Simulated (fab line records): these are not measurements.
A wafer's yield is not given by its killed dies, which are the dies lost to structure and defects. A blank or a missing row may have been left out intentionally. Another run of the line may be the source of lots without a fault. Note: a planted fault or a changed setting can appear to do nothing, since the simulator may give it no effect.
Chamber matching | flow n5Finfet | N5_BEOL_M0_SAQP_ETCH_84 on rieDiel-04 has 4 sister chambers
The step etches SOC in N2/H2, target depth 100 nm, overetch 20 nm, time 150 s. 22 wafers are shown with their chamber, then 11 later ones without.

== EACH WAFER AND ITS CHAMBER ==
wafer  | chamber | drypumpMotorCurrentA (A) | showerheadPlenumPTorr (Torr) | throttleValvePct (%)
L075.3 | 2       | 5.7                      | 2.65                         | 17.46
L075.4 | 1       | 6.1                      | 2.51                         | 17.98
L075.6 | 2       | 5.7                      | 2.65                         | 17.46
L076.3 | 0       | 4.7                      | 2.43                         | 18.13
L076.4 | 0       | 4.7                      | 2.43                         | 18.14
L076.6 | 2       | 5.8                      | 2.65                         | 17.47
L082.1 | 0       | 4.7                      | 2.42                         | 18.15
L082.2 | 2       | 5.7                      | 2.64                         | 17.50
L082.3 | 3       | 6.0                      | 2.51                         | 18.20
L083.3 | 2       | 5.7                      | 2.64                         | 17.47
L083.4 | 2       | 5.7                      | 2.64                         | 17.50
L083.5 | 3       | 5.9                      | 2.51                         | 18.18
L084.3 | 3       | 5.9                      | 2.51                         | 18.19
L084.4 | 0       | 4.7                      | 2.42                         | 18.18
L084.6 | 3       | 6.0                      | 2.51                         | 18.19
L085.2 | 0       | 4.7                      | 2.42                         | 18.18
L085.4 | 2       | 5.7                      | 2.64                         | 17.52
L085.5 | 3       | 5.9                      | 2.51                         | 18.20
L088.1 | 3       | 6.0                      | 2.51                         | 18.22
L088.3 | 1       | 6.1                      | 2.50                         | 17.55
L088.5 | 2       | 5.7                      | 2.63                         | 17.52
L089.1 | 0       | 4.7                      | 2.42                         | 18.18

SIGNATURES (averages over the wafers above)
reading               | chamber 0 | chamber 1 | chamber 2 | chamber 3 | scatter within a chamber
drypumpMotorCurrentA  | 4.700     | 6.100     | 5.713     | 5.950     | 0.0363
showerheadPlenumPTorr | 2.4233    | 2.5050    | 2.6425    | 2.5100    | 0.00544
throttleValvePct      | 18.1600   | 17.7650   | 17.4875   | 18.1967   | 0.0747
Rule: distance of a wafer from a chamber = root of the sum over the readings of ((wafer's reading minus chamber's mean) / reading's scatter) squared. The wafer belongs to the nearest chamber; if the next one is less than 2 further off, it can't be placed. The scatter is the square root of a quotient: the sum, over the shown wafers, of each reading's squared deviation from its chamber's mean, divided by wafers minus chambers.

== WAFERS WITHOUT THEIR CHAMBER ==
wafer  | drypumpMotorCurrentA (A) | showerheadPlenumPTorr (Torr) | throttleValvePct (%)
L089.5 | 6.1                      | 2.50                         | 17.56
L089.6 | 5.7                      | 2.63                         | 17.53
L094.1 | 6.1                      | 2.49                         | 17.57
L094.2 | 6.0                      | 2.50                         | 18.23
L094.3 | 4.7                      | 2.41                         | 18.22
L096.2 | 6.1                      | 2.49                         | 17.58
L096.4 | 4.7                      | 2.41                         | 18.21
L096.5 | 4.7                      | 2.41                         | 18.21
L097.1 | 6.0                      | 2.50                         | 18.25
L097.3 | 6.1                      | 2.49                         | 17.59
L097.5 | 6.0                      | 2.50                         | 18.24

== THE CHAMBER EACH PASSED THROUGH ==
wafer  | from the rows above | in truth
L089.5 | 1                   | 1
L089.6 | 2                   | 2
L094.1 | 1                   | 1
L094.2 | 3                   | 3
L094.3 | 0                   | 0
L096.2 | 1                   | 1
L096.4 | 0                   | 0
L096.5 | 0                   | 0
L097.1 | 3                   | 3
L097.3 | 1                   | 1
L097.5 | 3                   | 3
Correctly placed: 11 of 11. Left unplaced by these rows: 0. Placed wrongly: 0.
